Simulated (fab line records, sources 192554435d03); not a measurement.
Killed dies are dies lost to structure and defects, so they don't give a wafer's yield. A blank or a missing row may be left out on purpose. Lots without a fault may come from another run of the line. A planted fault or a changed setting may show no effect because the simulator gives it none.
fab line records | flow n5_finfet | part 2 of 2: steps 25 to 30 of 30
record lots=5 wafers=15 last_day=18
route steps=1938 shown ILD0@340 SDB@347
lots that met no fault: from a run of the same line without faults
start_h: hours from the record's first day to the start of the lot's first wafer shown | wait_h: hours since the lot's step before | " the same as in the row above | L1.1+2: a row that stands for several wafers | - no value, or no start given | * or withheld: withheld | < > ~ a bound
route shown NAME@n: a module of which the file shows steps, and the number in the route of the first | usual: mean/standard deviation of fault-free wafers | same: alike in all rows | chamber/n: place in a boat | sites: the reading at each site | _std_site: their standard deviation | _edge_site: outer sites' mean less inner sites' | radius_mm: how far each site lies from the wafer's centre | mask NAME#n: copy n | behind: the tool/chamber that last shaped the wafer | hold: why the lot was held/for how many hours/how that ended | device: the transistor (n, p or np) that didn't switch | end of line: the same wafers' tests at the end of the route | a step without rows: its recipe alone | killed: dies lost to structure and defects at the first sort, not the wafer's yield | map: a wafer's dies, x killed, . not, _ none there
set.NAME: the setting as run; set.NAME@STEP: as run at that earlier step | model.NAME: the simulator's own value behind a step, which no gauge read
lots at some steps of the route; a table a step, a row a wafer
services: from which hour (start_h, from the record's first day; less than 0 if before it) a tool's chamber was out of use, for how many hours, and why
## steps
# step N5_SDB_HM_OPEN_20
# recipe chemistry=CH3F/O2 target=SiNx mask_material=SOC target_depth_a=240 stop_on=poly-Si over_etch_frac=0.4 ion_energy_ev=120 pressure_mtorr=30 source_w=395 bias_w=73 Ar_flow_sccm=150 CH3F_flow_sccm=30 O2_flow_sccm=20
# usual CH3F_flow_sccm=30.00/0.09 drypump_motor_current_A=5.6/0.41 oes_ar_750_au=0.81/0.08 oes_product_au=0.67/0.066 rf_vpp_V=297.5/2.7 showerhead_plenum_p_Torr=2.03/0.058 throttle_valve_pct=16.3/0.3
# columns lot.wafer tool chamber start_h wait_h CH3F_flow_sccm drypump_motor_current_A oes_ar_750_au oes_product_au rf_hours_counter_h rf_vpp_V showerhead_plenum_p_Torr throttle_valve_pct
L077.1 rie_diel-06 3 82.72 0.0 29.96 6.5 0.74 0.60 173 302.6 2.08 16.5
L077.2 " 0 " " 30.06 5.5 0.76 0.61 160 293.1 2.00 16.2
L077.5 " 2 " " 29.93 5.0 0.85 0.69 - 295.7 1.96 16.4
L082.1 rie_diel-03 1 117.90 0.0 30.02 5.6 0.71 0.59 214 300.4 1.99 16.4
L082.3 " 3 " " 29.99 5.7 0.68 0.56 - 299.4 2.05 16.9
L082.6 " 1 " " 29.94 5.5 0.71 0.59 - 301.2 1.99 16.4
L092.4 rie_diel-04 2 173.52 0.0 29.95 5.7 0.86 0.70 45 296.8 2.04 15.9
L092.5 " 3 " " 29.91 5.5 0.90 0.76 - 296.5 2.04 15.8
L092.6 " 0 " " 30.03 5.4 0.82 0.67 - 297.4 2.11 16.5
L095.1 rie_diel-04 0 196.53 0.0 29.98 5.4 0.82 0.67 69 299.5 2.11 16.6
L095.3 " 3 " " 30.08 5.5 0.89 0.73 41 296.0 2.03 15.9
L095.5 " 1 " " 30.02 5.7 0.94 0.78 - 298.2 2.05 16.1
L096.3 rie_diel-04 0 203.29 0.0 29.99 5.4 0.81 0.67 71 296.3 2.11 16.5
L096.5 " 0 " " 30.00 5.4 0.81 0.67 - 298.0 2.11 16.5
L096.6 " 1 " " 30.08 5.7 0.93 0.78 - 298.5 2.05 16.1
# step N5_SDB_STRIP_22
# recipe chemistry=N2/H2 power_w=1000 temp_c=250 h2_frac=0.65 overash_fraction=0.3 pressure_mtorr=withheld n2_flow_sccm=1750 h2_flow_sccm=3250
# usual drypump_motor_current_A=5.9/0.61 heater_power_w=340/26 n2_flow_sccm=1750/5.2 oes_product_au=0.715/0.0049 strip_time_to_endpoint_s=96.2/0.4
# columns lot.wafer tool chamber start_h wait_h drypump_motor_current_A heater_power_w n2_flow_sccm oes_product_au rf_hours_counter_h strip_time_to_endpoint_s
L077.1 plasma_asher-02 1 82.80 0.1 4.9 376 1747 0.715 35 96.1
L077.2 " 0 " " 5.7 330 1744 0.726 35 96.2
L077.5 " 0 " " 5.7 320 1749 0.715 - 95.8
L082.1 plasma_asher-01 1 118.01 0.1 6.6 328 1761 0.723 101 96.6
L082.3 " 0 " " 6.1 325 1753 0.708 - 96.1
L082.6 " 1 " " 6.6 323 1748 0.722 - 96.6
L092.4 plasma_asher-01 1 173.65 0.1 6.6 334 1754 0.712 - 96.5
L092.5 " 1 " " 6.6 326 1756 0.719 - 96.3
L092.6 " 0 " " 6.1 320 1751 0.719 - 96.2
L095.1 plasma_asher-01 1 196.75 0.2 6.6 339 1759 0.717 114 95.8
L095.3 " 0 " " 6.1 326 1768 0.710 - 95.8
L095.5 " 0 " " 6.1 330 1756 0.714 - 96.2
L096.3 plasma_asher-01 0 203.41 0.1 6.1 313 1748 0.705 - 95.9
L096.5 " 1 " " 6.6 332 1752 0.708 - 95.7
L096.6 " 0 " " 6.1 321 1749 0.720 - 95.7
# step N5_SDB_PRECLEAN_23
# recipe chemistry=dHF time_s=30 temp_c=25 dilution=withheld
# columns lot.wafer tool chamber start_h wait_h
L077.1+2+5 wet_bench-05 3,5,2 82.94 0.1
L082.1+3+6 wet_bench-04 7,3,6 118.16 0.1
L092.4+5+6 wet_bench-04 1,6,0 173.75 0.1
L095.1+3+5 wet_bench-05 6,4,7 196.90 0.1
L096.3+5+6 wet_bench-04 6,1,7 203.52 0.1
# step N5_SDB_DUMMY_REMOVE_24
# recipe chemistry=TMAH temp_c=70 target=poly-Si stop_on=SiO2 target_depth_nm=142 conc_wt_pct=5 time_s=57 dry=ipa_marangoni rinse_time_s=30 rinse_temp_c=23
# columns lot.wafer tool chamber start_h wait_h
L077.1+2+5 wet_bench-05 3,5,2 82.96 0.0
L082.1+3+6 wet_bench-04 7,3,6 118.17 0.0
L092.4+5+6 wet_bench-04 1,6,0 173.76 0.0
L095.1+3+5 wet_bench-05 6,4,7 196.91 0.0
L096.3+5+6 wet_bench-04 6,1,7 203.53 0.0
# step N5_SDB_ETCH_25
# recipe chemistry=C4F6/O2 target=SiO2 target_depth_a=100 time_s=3.3 ion_energy_ev=250 mask_material=SiNx pressure_mtorr=30 source_w=345 bias_w=185 Ar_flow_sccm=300 C4F6_flow_sccm=10 O2_flow_sccm=10
# usual drypump_motor_current_A=5.5/0.36 oes_ar_750_au=0.82/0.091 oes_product_au=0.82/0.097 rf_vpp_V=667/7.3 showerhead_plenum_p_Torr=2.88/0.087 throttle_valve_pct=21.16/0.29
# columns lot.wafer tool chamber start_h wait_h drypump_motor_current_A oes_ar_750_au oes_product_au rf_hours_counter_h rf_vpp_V showerhead_plenum_p_Torr throttle_valve_pct
L077.1 rie_diel-06 0 83.20 0.2 5.5 0.75 0.75 161 658 2.85 20.98
L077.2 " 1 " " 5.3 0.79 0.79 101 658 2.75 21.41
L077.5 " 3 " " 6.5 0.75 0.73 - 673 2.95 21.29
L082.1 rie_diel-04 0 118.31 0.1 5.4 0.85 0.86 39 667 3.00 21.37
L082.3 " 2 " " 5.7 0.90 0.90 24 668 2.91 20.64
L082.6 " 0 " " 5.4 0.85 0.86 - 667 3.00 21.37
L092.4 rie_diel-04 3 173.82 0.0 5.5 0.91 0.90 33 662 2.90 20.67
L092.5 " 1 " " 5.8 0.96 0.98 - 668 2.92 21.04
L092.6 " 2 " " 5.7 0.87 0.86 - 667 2.90 20.69
L095.1 rie_diel-03 2 197.01 0.1 5.7 0.87 0.88 34 681 3.02 20.82
L095.3 " 3 " " 5.7 0.97 0.97 6 673 2.91 21.36
L095.5 " 0 " " 5.1 0.87 0.86 - 654 2.78 21.24
L096.3 rie_diel-03 3 203.59 0.0 5.7 0.96 0.96 8 672 2.91 21.39
L096.5 " 2 " " 5.7 0.87 0.87 - 680 3.02 20.83
L096.6 " 3 " " 5.7 0.96 0.95 - 672 2.91 21.37
# step N5_SDB_CUT_ETCH_26
# recipe chemistry=HBr/Cl2/O2 target=Si target_depth_a=1296 bt_time_s=20 mask_material=SiNx time_s=51.8 ion_energy_ev=* bias_w=* pressure_mtorr=10 icp_w=800 HBr_flow_sccm=150 Cl2_flow_sccm=80 O2_flow_sccm=12
# usual drypump_motor_current_A=5.9/0.41 oes_product_au=1.008/0.016 throttle_valve_pct=37.39/0.22
# columns lot.wafer tool chamber start_h wait_h drypump_motor_current_A oes_product_au rf_hours_counter_h throttle_valve_pct
L077.1 rie_si-05 3 83.29 0.1 5.9 0.982 15 37.65
L077.2 " 1 " " 6.3 1.039 166 37.43
L077.5 " 2 " " 5.6 1.016 - 37.38
L082.1 rie_si-02 3 118.39 0.1 6.4 1.009 122 37.18
L082.3 " 2 " " 6.5 1.033 2 37.06
L082.6 " 1 " " 5.7 1.003 - 37.32
L092.4 rie_si-05 3 173.91 0.1 5.9 0.973 17 37.66
L092.5 " 3 " " 5.9 0.986 - 37.66
L092.6 " 2 " " 5.5 1.025 - 37.37
L095.1 rie_si-02 3 197.09 0.1 6.4 1.000 124 37.16
L095.3 " 0 " " 6.3 0.995 110 37.35
L095.5 " 2 " " 6.4 1.028 - 37.05
L096.3 rie_si-02 0 203.67 0.1 6.3 1.004 110 37.36
L096.5 " 1 " " 5.7 1.013 - 37.33
L096.6 " 0 " " 6.3 1.018 - 37.35
## services
# columns tool chamber start_h hours kind
cmp-02 - 57.19 3.1 repair
plasma_asher-01 - 59.79 2.6 repair
ald_sin-04 0 85.29 1.9 repair
arfi_scanner-01 - 100.30 4.9 pm
rie_diel-03 0 111.09 14.0 repair
rie_si-02 2 112.56 4.6 repair
arfi_scanner-01 - 113.57 3.1 pm
arfi_scanner-01 - 119.02 1.0 pm
rie_si-05 0 120.19 1.3 repair
ald_sin-02 0 120.69 7.7 repair
arfi_scanner-01 - 122.80 1.3 pm
wet_bench-05 - 126.76 1.9 pm
rie_si-05 2 133.14 7.7 repair
plasma_asher-01 - 135.25 28.1 pm
pecvd-02 - 137.13 1.7 repair
cmp-03 - 140.57 2.4 repair
arfi_scanner-03 - 145.42 0.8 pm
arfi_scanner-01 - 146.30 0.2 repair
cmp-02 - 150.80 4.0 pm
cmp-03 - 155.77 4.0 pm
arfi_scanner-03 - 174.98 1.3 pm
ald_sin-04 - 176.80 14.0 pm
rie_si-02 1 193.03 8.6 repair
arfi_scanner-03 - 201.49 1.0 pm
